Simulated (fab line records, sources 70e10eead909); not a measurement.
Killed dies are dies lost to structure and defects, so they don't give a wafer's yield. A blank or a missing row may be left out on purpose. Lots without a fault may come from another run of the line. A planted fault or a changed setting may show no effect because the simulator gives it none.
A struck lot beside a sound one | flow nand_harc | 13 steps out of a route of 1159
Sound: wafers L811.1, L811.2, L811.6. Struck: wafers L801.2, L801.3, L801.6. The cause comes at the end.
At each step with rows: each side's tool, then ch and its chambers, then its first start. Under that, the readings that differ: sound wafers | struck wafers | difference of the means | sigmas: that difference in standard deviations of wafers without a fault.
alike: readings whose means differ by less than 2 such deviations, and words and numbers that are the same on both sides. not compared: withheld readings, readings that some wafer has no value for, bounds like >300 that may hide the same value, and numbers for which the record gives no deviation and whose values overlap.
The two part at a step that has a row with sigmas, a row that says differs or no value, or rows on one side only. Numbers that don't overlap but have no deviation are shown without sigmas and don't part them. A reading that every wafer of one side lacks parts them only if that side has two wafers or more.

NHARC_A_STAIRCASE_STRIP_295: strips in O2.
  sound on rie_diel-11 ch 1,2; struck on rie_diel-11 ch 0,3
  alike: drypump_motor_current_A, oes_product_au, rf_vpp_V, showerhead_plenum_p_Torr, throttle_valve_pct
  not compared: rf_hours_counter_h
then, 3 steps without rows for these wafers: NHARC_A_STAIRCASE_STRIP_296 (strips in SPM, time 900 s); NHARC_A_STAIRCASE_PRECLEAN_297 (cleans in SC1); NHARC_A_STAIRCASE_SRD_298.
NHARC_A_STAIRCASE_HM_DEP_462: deposits aC, target thk 800 nm.
  sound on acl_dep-01 ch 0, day 16 05:08; struck on acl_dep-03 ch 0, day 13 22:08
  alike: throttle_valve_pct
NHARC_A_STAIRCASE_DEP_301: deposits SiON, target thk 30 nm.
  sound on pecvd-04 ch 0,1, day 16 06:59; struck on pecvd-02 ch 0,1, day 13 23:43
  alike: heater_power_w
then, 5 steps without rows for these wafers: NHARC_A_STAIRCASE_DEHYDRATE_302 (time 120 s); NHARC_A_STAIRCASE_HMDS_303 (time 30 s); NHARC_A_STAIRCASE_COAT_304; NHARC_A_STAIRCASE_SOFTBAKE_305 (time 170 s); NHARC_A_STAIRCASE_EBR_306.
NHARC_A_STAIRCASE_EXPOSE_307: exposes mask CHOP 50.
  sound on krf_scanner-03 ch 0, day 16 07:35; struck on krf_scanner-02, day 14 00:12
  no value came back on the struck wafers for exposure_dose_mJ_cm2, focus_offset_nm (nm); on the sound wafers exposure_dose_mJ_cm2 reads 45.64 45.63 45.67
  alike: mask
then, 1 step without rows for these wafers: NHARC_A_STAIRCASE_PEB_308 (peb time 130 s).

WHERE THEY PART
Only at NHARC_A_STAIRCASE_EXPOSE_307, within this record.

WHY: what the simulator had put in
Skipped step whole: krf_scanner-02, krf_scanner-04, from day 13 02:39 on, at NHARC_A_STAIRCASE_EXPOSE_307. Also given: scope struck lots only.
